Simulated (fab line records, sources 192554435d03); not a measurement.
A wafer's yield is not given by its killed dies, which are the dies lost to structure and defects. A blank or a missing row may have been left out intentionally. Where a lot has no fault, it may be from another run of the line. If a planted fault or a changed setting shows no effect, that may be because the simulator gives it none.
fab line records	flow n5_finfet	part 1 of 2: steps 1 to 4 of 6
record lots=24	wafers=72	last_day=18
route steps=1938 shown MOL_CONTACT_COAG@560
lots that met no fault: taken from a fault-free run of the same line
start_h: start of the lot's first displayed wafer, in hours after the record's first day	wait_h: hours elapsed since this lot's preceding step	" as in the row above	L1.1+2: a single row standing in for several wafers	- either no value or no given start	* or withheld: withheld	< > ~ a bound
route shown NAME@n: NAME is a module with steps in the file, n the number in the route of the first one	usual: mean and standard deviation over wafers with no fault	same: alike in all rows	chamber/n: place in a boat	sites: per-site readings	_std_site: their standard deviation	_edge_site: mean of outer sites minus mean of inner sites	radius_mm: how far each site lies from the wafer's centre	mask NAME#n: copy n	behind: the last tool/chamber to shape the wafer	hold: why the lot was held/for how many hours/how that ended	device: which transistor (n, p or np) failed to switch	end of line: the tests these same wafers got at the end of their route	a step without rows: its recipe alone	killed: the dies lost at the first sort to structure and to defects; this is not the yield of the wafer	map: per-die view of a wafer (x killed, . not killed, _ where there is no die)
set.NAME: the setting the step ran with; set.NAME@STEP: the setting that earlier step ran with	model.NAME: the simulator's own value behind a step, which no gauge read
one table for each step of the route and one row for each wafer, over a sample of lots
services: from which hour (start_h, from the record's first day; less than 0 if before it) a tool's chamber was out of use, for how many hours, and why
## steps
# step N5_MOL_CONTACT_COAG_CMP_28
# recipe stop_on=SiNx	t_overpolish_s=0.85	post_cmp_clean=alkaline_brush	down_force_psi=4.15	platen_rpm=51.8	pad_velocity_m_s=1.0307	target_thk_nm=14.522
# usual motor_current_A=12.8/1.5	time_to_endpoint_s=5.0/2.2
lot.wafer	tool	chamber	start_h	wait_h	motor_current_A	time_to_endpoint_s
L074.2	cmp-02	1	101.32	0.8	10.5	3.1
L074.4	"	3	"	"	11.0	1.2
L074.6	"	0	"	"	11.4	0.2
L075.4	cmp-04	2	110.81	0.8	11.7	6.8
L075.1	"	3	"	"	13.9	6.5
L075.6	"	2	"	"	11.6	8.4
L076.3	cmp-02	2	114.06	1.1	11.5	0.2
L076.6	"	2	"	"	10.5	2.7
L076.5	"	3	"	"	10.4	4.9
L077.2	cmp-04	2	116.50	0.9	11.6	4.2
L077.4	"	3	"	"	13.8	2.8
L077.5	"	1	"	"	12.4	3.4
L078.4	cmp-04	3	123.06	0.8	14.2	0.4
L078.1	"	0	"	"	15.2	2.5
L078.3	"	2	"	"	11.7	1.9
L079.1	cmp-04	0	129.99	0.8	14.5	4.8
L079.4	"	2	"	"	11.9	5.1
L079.3	"	3	"	"	13.8	0.7
L080.3	cmp-04	3	133.73	0.8	13.7	4.6
L080.2	"	0	"	"	15.1	5.7
L080.6	"	3	"	"	13.2	4.6
L081.3	cmp-04	2	139.41	0.9	12.1	4.8
L081.5	"	3	"	"	13.9	2.0
L081.6	"	0	"	"	15.5	6.3
L082.4	cmp-02	1	144.51	0.9	9.7	4.8
L082.6	"	2	"	"	10.9	0.1
L082.5	"	3	"	"	11.0	2.9
L083.4	cmp-04	2	152.35	0.8	11.8	8.1
L083.5	"	1	"	"	12.8	8.6
L083.6	"	2	"	"	12.2	6.9
L084.3	cmp-02	2	160.39	0.8	10.9	4.4
L084.4	"	3	"	"	11.1	6.3
L084.5	"	1	"	"	10.2	6.9
L085.2	cmp-04	0	160.88	0.8	14.6	6.5
L085.3	"	1	"	"	13.0	8.3
L085.5	"	1	"	"	12.8	7.4
L086.3	cmp-01	0	166.21	0.8	10.6	6.3
L086.1	"	3	"	"	14.0	4.0
L086.5	"	0	"	"	11.2	9.3
L087.1	cmp-02	0	177.26	0.8	11.8	3.4
L087.3	"	2	"	"	10.5	4.6
L087.6	"	0	"	"	12.1	4.6
L088.4	cmp-01	3	182.17	0.9	13.1	4.6
L088.2	"	0	"	"	11.5	7.5
L088.5	"	0	"	"	11.1	8.1
L089.4	cmp-01	3	187.02	0.9	13.7	2.7
L089.6	"	0	"	"	11.2	6.8
L089.5	"	1	"	"	13.9	5.1
L090.1	cmp-04	3	197.29	0.8	14.4	5.9
L090.3	"	0	"	"	14.0	11.7
L090.5	"	3	"	"	13.5	5.3
L091.3	cmp-01	0	199.08	0.9	11.7	6.1
L091.6	"	2	"	"	15.9	6.1
L091.5	"	3	"	"	14.1	1.8
L092.2	cmp-04	1	204.86	0.8	12.4	5.8
L092.3	"	3	"	"	14.1	6.2
L092.6	"	0	"	"	14.4	8.4
L093.3	cmp-04	2	210.73	0.8	12.1	6.8
L093.2	"	3	"	"	13.7	8.0
L093.5	"	2	"	"	12.0	5.2
L094.1	cmp-04	1	225.79	0.9	12.9	5.1
L094.5	"	2	"	"	11.9	5.6
L094.6	"	3	"	"	14.1	3.6
L095.1	cmp-01	1	226.43	0.8	13.7	4.3
L095.4	"	0	"	"	10.7	6.7
L095.5	"	1	"	"	13.4	4.0
L096.1	cmp-01	2	230.81	0.8	14.5	4.5
L096.2	"	1	"	"	13.2	3.7
L096.5	"	2	"	"	14.5	4.5
L097.2	cmp-04	1	236.71	0.8	13.2	5.4
L097.3	"	3	"	"	14.6	4.2
L097.5	"	1	"	"	12.1	3.4
# step N5_MOL_CONTACT_COAG_OVL_MEAS_85
# recipe points_per_wafer=522
# usual VG_OVL=0.1/0.64
lot.wafer	tool	chamber	start_h	wait_h	VG_OVL[nm]
L074.2	overlay-01	0	102.97	0.0	0.0
L074.4	"	0	"	"	-0.3
L074.6	"	0	"	"	-0.9
L075.1	overlay-02	0	112.10	0.0	1.0
L075.4	"	0	"	"	1.2
L075.6	"	0	"	"	0.8
L076.3	overlay-01	0	115.27	0.0	1.5
L076.5	"	0	"	"	1.1
L076.6	"	0	"	"	0.9
L077.2	overlay-02	0	117.64	0.0	0.9
L077.4	"	0	"	"	-0.1
L077.5	"	0	"	"	-0.5
L078.1	overlay-02	0	124.28	0.0	-0.6
L078.3	"	0	"	"	0.5
L078.4	"	0	"	"	0.1
L079.1	overlay-01	0	131.20	0.0	0.4
L079.3	"	0	"	"	0.3
L079.4	"	0	"	"	0.9
L080.2	overlay-01	0	135.06	0.0	-0.7
L080.3	"	0	"	"	0.2
L080.6	"	0	"	"	-0.6
L081.3	overlay-02	0	140.69	0.0	0.3
L081.5	"	0	"	"	-0.1
L081.6	"	0	"	"	0.3
L082.4	overlay-02	0	145.74	0.0	-0.6
L082.5	"	0	"	"	-0.1
L082.6	"	0	"	"	-0.2
L083.4	overlay-02	0	153.77	0.0	0.1
L083.5	"	0	"	"	-0.3
L083.6	"	0	"	"	-0.8
L084.3	overlay-02	0	161.59	0.0	-0.7
L084.4	"	0	"	"	0.4
L084.5	"	0	"	"	1.0
L085.2	overlay-02	0	162.09	0.0	0.1
L085.3	"	0	"	"	-0.1
L085.5	"	0	"	"	-0.7
L086.1	overlay-02	0	167.57	0.0	-0.3
L086.3	"	0	"	"	-0.7
L086.5	"	0	"	"	-0.2
L087.1	overlay-01	0	178.59	0.0	-0.5
L087.3	"	0	"	"	-0.9
L087.6	"	0	"	"	-0.7
L088.2	overlay-02	0	183.52	0.0	0.7
L088.4	"	0	"	"	-0.2
L088.5	"	0	"	"	0.2
L089.4	overlay-02	0	188.13	0.0	-0.6
L089.5	"	0	"	"	0.1
L089.6	"	0	"	"	-0.3
L090.1	overlay-01	0	198.62	0.0	1.2
L090.3	"	0	"	"	0.8
L090.5	"	0	"	"	1.6
L091.3	overlay-02	0	200.22	0.0	0.3
L091.5	"	0	"	"	0.0
L091.6	"	0	"	"	-0.4
L092.2	overlay-01	0	206.19	0.0	1.1
L092.3	"	0	"	"	0.4
L092.6	"	0	"	"	-0.3
L093.2	overlay-01	0	211.97	0.0	-0.1
L093.3	"	0	"	"	0.6
L093.5	"	0	"	"	0.6
L094.1	overlay-01	0	227.39	0.0	0.0
L094.5	"	0	"	"	-0.1
L094.6	"	0	"	"	0.7
L095.1	overlay-01	0	227.64	0.0	-0.8
L095.4	"	0	"	"	-0.2
L095.5	"	0	"	"	-1.3
L096.1	overlay-02	0	232.14	0.0	-0.7
L096.2	"	0	"	"	0.6
L096.5	"	0	"	"	0.1
L097.2	overlay-02	0	238.01	0.0	0.1
L097.3	"	0	"	"	-1.1
L097.5	"	0	"	"	-1.5
# step N5_MOL_CONTACT_COAG_ETCHBACK_132
# recipe chemistry=CHF3	target=SiO2	target_depth_a=100	time_s=6.7	ion_energy_ev=200	pressure_mtorr=30	source_w=610	bias_w=170	Ar_flow_sccm=200	CHF3_flow_sccm=50
# usual bias_w=169.9/0.51	chamber_pressure_mTorr=29.999/0.029	drypump_motor_current_A=5.7/0.55	oes_product_au=0.76/0.08	rf_vpp_V=526/6.7	showerhead_plenum_p_Torr=2.36/0.066	throttle_valve_pct=18.76/0.26
lot.wafer	tool	chamber	start_h	wait_h	bias_w	chamber_pressure_mTorr	drypump_motor_current_A	oes_product_au	rf_hours_counter_h	rf_vpp_V	showerhead_plenum_p_Torr	throttle_valve_pct
L074.2	rie_diel-01	3	103.39	0.1	169.3	30.017	5.3	0.69	219	536	2.35	18.79
L074.4	"	0	"	"	170.1	30.044	4.9	0.83	79	531	2.31	18.70
L074.6	"	3	"	"	170.5	30.003	5.2	0.69	-	537	2.35	18.78
L075.1	rie_diel-05	1	112.57	0.2	169.4	30.015	5.9	0.71	223	526	2.36	18.88
L075.4	"	2	"	"	169.7	30.000	5.5	0.68	226	539	2.45	18.58
L075.6	"	0	"	"	170.3	30.020	6.1	0.91	-	520	2.34	18.35
L076.3	rie_diel-06	3	115.82	0.2	169.7	29.974	5.4	0.71	194	531	2.28	18.96
L076.5	"	3	"	"	169.6	29.989	5.4	0.70	-	532	2.28	18.95
L076.6	"	2	"	"	169.2	30.013	6.6	0.69	-	522	2.27	18.72
L077.2	rie_diel-06	3	119.46	0.1	169.0	29.974	5.4	0.70	195	531	2.28	18.95
L077.4	"	2	"	"	169.5	30.005	6.6	0.69	223	521	2.27	18.71
L077.5	"	0	"	"	169.8	30.047	5.6	0.80	-	524	2.41	18.82
L078.1	rie_diel-06	0	125.36	0.1	170.3	29.996	5.6	0.80	144	525	2.41	18.82
L078.3	"	1	"	"	170.3	29.995	4.9	0.78	132	514	2.31	19.09
L078.4	"	2	"	"	169.4	29.961	6.6	0.70	225	520	2.26	18.73
L079.1	rie_diel-01	0	132.19	0.1	170.3	30.005	4.9	0.82	89	531	2.30	18.71
L079.3	"	3	"	"	169.8	30.001	5.2	0.68	230	537	2.34	18.80
L079.4	"	2	"	"	170.1	30.001	6.4	0.87	49	520	2.44	18.32
L080.2	rie_diel-05	0	135.53	0.1	170.0	29.990	6.1	0.89	33	518	2.34	18.38
L080.3	"	2	"	"	169.5	30.016	5.5	0.66	235	537	2.44	18.58
L080.6	"	0	"	"	170.5	29.995	6.1	0.90	-	519	2.34	18.38
L081.3	rie_diel-05	1	141.26	0.1	169.7	30.038	5.8	0.70	234	525	2.36	18.89
L081.5	"	1	"	"	170.5	30.022	5.8	0.70	-	526	2.36	18.90
L081.6	"	0	"	"	169.9	30.040	6.1	0.90	-	519	2.34	18.39
L082.4	rie_diel-05	2	146.61	0.1	170.0	29.969	5.5	0.68	239	538	2.44	18.60
L082.5	"	3	"	"	170.5	30.044	6.1	0.71	-	529	2.46	19.11
L082.6	"	2	"	"	169.8	29.972	5.6	0.67	-	539	2.44	18.59
L083.4	rie_diel-06	3	154.62	0.3	169.9	29.986	5.5	0.69	210	532	2.28	18.97
L083.5	"	2	"	"	169.9	30.031	6.6	0.68	-	520	2.26	18.75
L083.6	"	3	"	"	168.8	30.026	5.5	0.69	-	530	2.27	18.97
L084.3	rie_diel-06	0	162.83	0.4	170.3	29.999	5.6	0.78	160	526	2.40	18.83
L084.4	"	3	"	"	169.7	30.034	5.5	0.70	214	531	2.27	18.99
L084.5	"	3	"	"	170.0	29.984	5.5	0.69	-	531	2.27	18.98
L085.2	rie_diel-06	2	163.74	0.2	170.2	29.960	6.6	0.67	242	519	2.26	18.74
L085.3	"	3	"	"	168.9	29.973	5.4	0.69	215	531	2.27	18.98
L085.5	"	2	"	"	170.0	29.952	6.6	0.68	-	521	2.26	18.77
L086.1	rie_diel-01	1	167.97	0.1	170.6	29.976	5.1	0.73	158	526	2.37	18.63
L086.3	"	3	"	"	170.2	29.980	5.2	0.67	246	536	2.34	18.82
L086.5	"	0	"	"	170.0	30.012	4.9	0.80	-	532	2.30	18.76
L087.1	rie_diel-05	3	179.65	0.2	170.6	30.051	6.1	0.71	200	531	2.46	19.11
L087.3	"	0	"	"	170.8	30.029	6.1	0.88	40	519	2.33	18.40
L087.6	"	0	"	"	170.1	30.010	6.1	0.87	-	518	2.33	18.39
L088.2	rie_diel-06	1	184.47	0.1	170.3	29.980	4.9	0.76	154	514	2.31	19.13
L088.4	"	0	"	"	169.5	29.961	5.6	0.77	168	525	2.40	18.86
L088.5	"	1	"	"	170.6	29.992	4.9	0.75	-	515	2.31	19.12
L089.4	rie_diel-01	2	189.03	0.1	169.4	29.960	6.4	0.83	-	519	2.43	18.39
L089.5	"	0	"	"	171.3	29.978	4.9	0.80	-	532	2.30	18.75
L089.6	"	1	"	"	170.2	30.038	5.1	0.74	-	526	2.36	18.63
L090.1	rie_diel-01	2	199.16	0.1	169.1	30.022	6.4	0.82	76	519	2.43	18.40
L090.3	"	0	"	"	170.3	29.998	4.9	0.80	117	529	2.29	18.78
L090.5	"	1	"	"	171.1	30.024	5.1	0.74	-	527	2.36	18.65
L091.3	rie_diel-06	0	200.62	0.1	170.4	29.955	5.6	0.76	174	524	2.40	18.85
L091.5	"	3	"	"	169.5	30.006	5.4	0.68	-	531	2.27	19.00
L091.6	"	0	"	"	170.7	30.071	5.6	0.76	-	523	2.40	18.85
L092.2	rie_diel-05	0	206.59	0.1	169.4	29.991	6.1	0.87	50	518	2.33	18.41
L092.3	"	3	"	"	170.1	30.029	6.1	0.70	211	529	2.46	19.14
L092.6	"	3	"	"	169.8	29.995	6.1	0.70	-	529	2.46	19.15
L093.2	rie_diel-06	0	212.57	0.1	170.0	29.945	5.6	0.76	180	523	2.40	18.89
L093.3	"	2	"	"	169.6	29.958	6.6	1.01	2	528	2.54	18.39
L093.5	"	3	"	"	170.1	29.991	5.4	0.67	-	531	2.27	19.00
L094.1	rie_diel-01	2	227.85	0.1	169.3	30.020	6.4	0.81	85	518	2.42	18.40
L094.5	"	1	"	"	169.7	30.024	5.1	0.73	-	525	2.36	18.67
L094.6	"	0	"	"	170.3	29.976	4.9	0.79	-	529	2.29	18.81
L095.1	rie_diel-01	2	228.17	0.2	170.4	30.029	6.4	0.82	86	518	2.42	18.39
L095.4	"	3	"	"	169.7	29.998	5.2	0.95	9	536	2.33	18.44
L095.5	"	1	"	"	169.9	29.983	5.1	0.73	-	527	2.36	18.66
L096.1	rie_diel-05	2	232.54	0.1	169.7	30.045	5.5	0.96	5	538	2.44	18.28
L096.2	"	3	"	"	169.3	29.967	6.1	0.70	221	530	2.45	19.16
L096.5	"	0	"	"	170.2	30.000	6.1	0.85	-	518	2.33	18.43
L097.2	rie_diel-05	2	238.68	0.1	170.4	30.032	5.6	0.96	6	538	2.44	18.28
L097.3	"	0	"	"	169.6	30.002	6.2	0.84	62	519	2.33	18.42
L097.5	"	3	"	"	169.2	29.969	6.1	0.70	-	529	2.45	19.16
# step N5_MOL_CONTACT_COAG_STRIP_96
# recipe chemistry=N2/H2	power_w=500	temp_c=40	pressure_mtorr=50	rf_frequency_hz=6e+07	overash_fraction=0.3	bias_power_w=28	h2_frac=0.5	n2_flow_sccm=300	h2_flow_sccm=300
# usual chamber_pressure_mTorr=49.99/0.061	drypump_motor_current_A=5.7/0.56	oes_product_au=0.77/0.082	rf_vpp_V=121.7/1.1	showerhead_plenum_p_Torr=3.32/0.087	temp_c=39.98/0.11	throttle_valve_pct=19.0/0.4
lot.wafer	tool	chamber	start_h	wait_h	chamber_pressure_mTorr	drypump_motor_current_A	oes_product_au	rf_hours_counter_h	rf_vpp_V	showerhead_plenum_p_Torr	temp_c	throttle_valve_pct
L074.2	rie_diel-01	3	103.62	0.0	50.04	5.2	0.68	219	121.8	3.34	40.21	19.3
L074.4	"	0	"	"	50.06	4.9	0.84	79	122.8	3.27	40.16	18.8
L074.6	"	3	"	"	49.90	5.2	0.70	-	121.7	3.34	40.21	19.2
L075.1	rie_diel-05	1	112.80	0.0	49.99	5.7	0.72	223	121.7	3.31	40.00	18.9
L075.4	"	2	"	"	50.06	5.5	0.69	227	122.5	3.46	40.03	19.2
L075.6	"	0	"	"	50.04	6.1	0.92	-	121.7	3.29	39.91	18.7
L076.3	rie_diel-06	3	116.05	0.0	50.00	5.5	0.71	194	122.8	3.23	39.97	19.8
L076.5	"	3	"	"	50.03	5.5	0.71	-	123.3	3.23	39.86	19.8
L076.6	"	2	"	"	50.01	6.7	0.70	-	121.1	3.20	39.98	19.0
L077.2	rie_diel-06	3	119.68	0.0	49.92	5.5	0.70	195	119.7	3.23	39.96	19.8
L077.4	"	2	"	"	49.87	6.6	0.69	223	120.0	3.20	39.92	19.0
L077.5	"	0	"	"	49.99	5.6	0.79	-	123.1	3.36	40.23	18.7
L078.1	rie_diel-06	0	125.59	0.0	50.02	5.6	0.79	144	121.2	3.36	39.97	18.7
L078.3	"	1	"	"	50.09	4.9	0.78	132	121.7	3.24	40.01	18.8
L078.4	"	2	"	"	50.02	6.6	0.69	225	123.2	3.19	39.99	19.0
L079.1	rie_diel-01	0	132.41	0.0	50.00	4.9	0.83	89	121.2	3.26	39.99	18.8
L079.3	"	3	"	"	50.08	5.3	0.68	230	121.9	3.34	39.98	19.3
L079.4	"	2	"	"	50.05	6.5	0.87	49	121.3	3.40	39.86	18.2
L080.2	rie_diel-05	0	135.75	0.0	49.97	6.1	0.91	33	121.7	3.29	40.06	18.7
L080.3	"	2	"	"	50.11	5.5	0.67	235	120.8	3.46	39.94	19.2
L080.6	"	0	"	"	50.00	6.1	0.91	-	118.4	3.29	39.92	18.7
L081.3	rie_diel-05	1	141.49	0.0	50.02	5.8	0.72	234	119.4	3.31	40.05	19.0
L081.5	"	1	"	"	50.01	5.8	0.71	-	120.9	3.31	40.09	18.9
L081.6	"	0	"	"	50.09	6.1	0.91	-	122.5	3.29	39.80	18.7
L082.4	rie_diel-05	2	146.84	0.0	49.98	5.5	0.67	239	121.1	3.46	40.12	19.2
L082.5	"	3	"	"	49.93	6.1	0.72	-	122.5	3.46	39.97	19.2
L082.6	"	2	"	"	49.88	5.5	0.66	-	122.4	3.46	40.11	19.2
L083.4	rie_diel-06	3	154.84	0.0	49.95	5.4	0.69	210	120.9	3.22	39.96	19.9
L083.5	"	2	"	"	49.96	6.6	0.68	-	121.5	3.19	39.81	19.0
L083.6	"	3	"	"	50.05	5.4	0.69	-	122.0	3.22	39.78	19.9
L084.3	rie_diel-06	0	163.05	0.0	49.95	5.6	0.78	160	120.9	3.35	39.98	18.7
L084.4	"	3	"	"	49.91	5.5	0.69	214	121.6	3.22	39.99	19.9
L084.5	"	3	"	"	50.01	5.4	0.69	-	119.5	3.22	40.04	19.9
L085.2	rie_diel-06	2	163.97	0.0	49.86	6.6	0.69	242	121.4	3.19	39.69	19.1
L085.3	"	3	"	"	49.94	5.5	0.69	215	122.3	3.22	40.04	19.9
L085.5	"	2	"	"	50.13	6.6	0.68	-	122.3	3.19	39.86	19.1
L086.1	rie_diel-01	1	168.20	0.0	49.81	5.1	0.73	158	120.0	3.36	40.14	18.8
L086.3	"	3	"	"	49.94	5.3	0.67	246	121.8	3.33	39.93	19.3
L086.5	"	0	"	"	49.97	4.9	0.81	-	122.4	3.25	39.66	18.8
L087.1	rie_diel-05	3	179.88	0.0	49.96	6.1	0.71	200	122.8	3.46	39.99	19.2
L087.3	"	0	"	"	49.97	6.1	0.89	40	120.2	3.28	39.90	18.7
L087.6	"	0	"	"	49.89	6.1	0.89	-	122.4	3.28	39.90	18.7
L088.2	rie_diel-06	1	184.70	0.0	49.93	4.9	0.75	154	121.9	3.23	40.01	18.9
L088.4	"	0	"	"	50.10	5.6	0.76	168	121.5	3.35	39.86	18.7
L088.5	"	1	"	"	49.96	4.9	0.76	-	120.6	3.23	40.06	18.9
L089.4	rie_diel-01	2	189.26	0.0	49.94	6.4	0.84	-	123.0	3.39	39.87	18.2
L089.5	"	0	"	"	49.97	4.9	0.81	-	120.4	3.25	39.86	18.9
L089.6	"	1	"	"	49.93	5.1	0.73	-	122.4	3.35	40.04	18.8
L090.1	rie_diel-01	2	199.38	0.0	49.96	6.5	0.83	76	122.0	3.39	40.11	18.2
L090.3	"	0	"	"	49.99	4.9	0.81	117	119.8	3.25	39.89	18.8
L090.5	"	1	"	"	49.96	5.1	0.73	-	121.4	3.35	40.06	18.8
L091.3	rie_diel-06	0	200.84	0.0	49.99	5.6	0.77	174	122.9	3.34	40.07	18.8
L091.5	"	3	"	"	50.02	5.5	0.68	-	121.3	3.21	39.91	19.9
L091.6	"	0	"	"	49.97	5.6	0.76	-	122.2	3.34	40.18	18.7
L092.2	rie_diel-05	0	206.82	0.0	49.97	6.1	0.87	50	122.6	3.28	40.01	18.7
L092.3	"	3	"	"	50.03	6.1	0.70	211	122.3	3.46	39.99	19.2
L092.6	"	3	"	"	49.98	6.0	0.70	-	123.5	3.46	39.85	19.2
L093.2	rie_diel-06	0	212.79	0.0	49.92	5.6	0.76	180	122.4	3.34	40.13	18.8
L093.3	"	2	"	"	49.94	6.6	1.02	2	122.3	3.59	39.76	18.7
L093.5	"	3	"	"	50.05	5.4	0.68	-	119.5	3.21	39.91	19.9
L094.1	rie_diel-01	2	228.07	0.0	49.88	6.5	0.81	85	122.3	3.38	39.87	18.2
L094.5	"	1	"	"	50.16	5.1	0.72	-	120.5	3.35	39.95	18.8
L094.6	"	0	"	"	49.93	4.9	0.79	-	121.3	3.24	39.81	18.9
L095.1	rie_diel-01	2	228.39	0.0	49.97	6.4	0.82	86	121.9	3.38	39.93	18.2
L095.4	"	3	"	"	50.05	5.3	0.95	10	122.1	3.32	39.90	18.9
L095.5	"	1	"	"	50.09	5.1	0.72	-	120.4	3.35	40.13	18.8
L096.1	rie_diel-05	2	232.77	0.0	49.94	5.6	0.97	5	123.7	3.45	39.98	18.9
L096.2	"	3	"	"	49.99	6.1	0.71	221	121.3	3.45	39.92	19.2
L096.5	"	0	"	"	50.01	6.1	0.86	-	121.6	3.27	40.12	18.8
L097.2	rie_diel-05	2	238.90	0.0	49.98	5.5	0.96	7	122.0	3.45	40.09	18.9
L097.3	"	0	"	"	49.98	6.1	0.84	63	121.1	3.27	39.99	18.8
L097.5	"	3	"	"	50.01	6.1	0.70	-	120.9	3.45	39.95	19.2
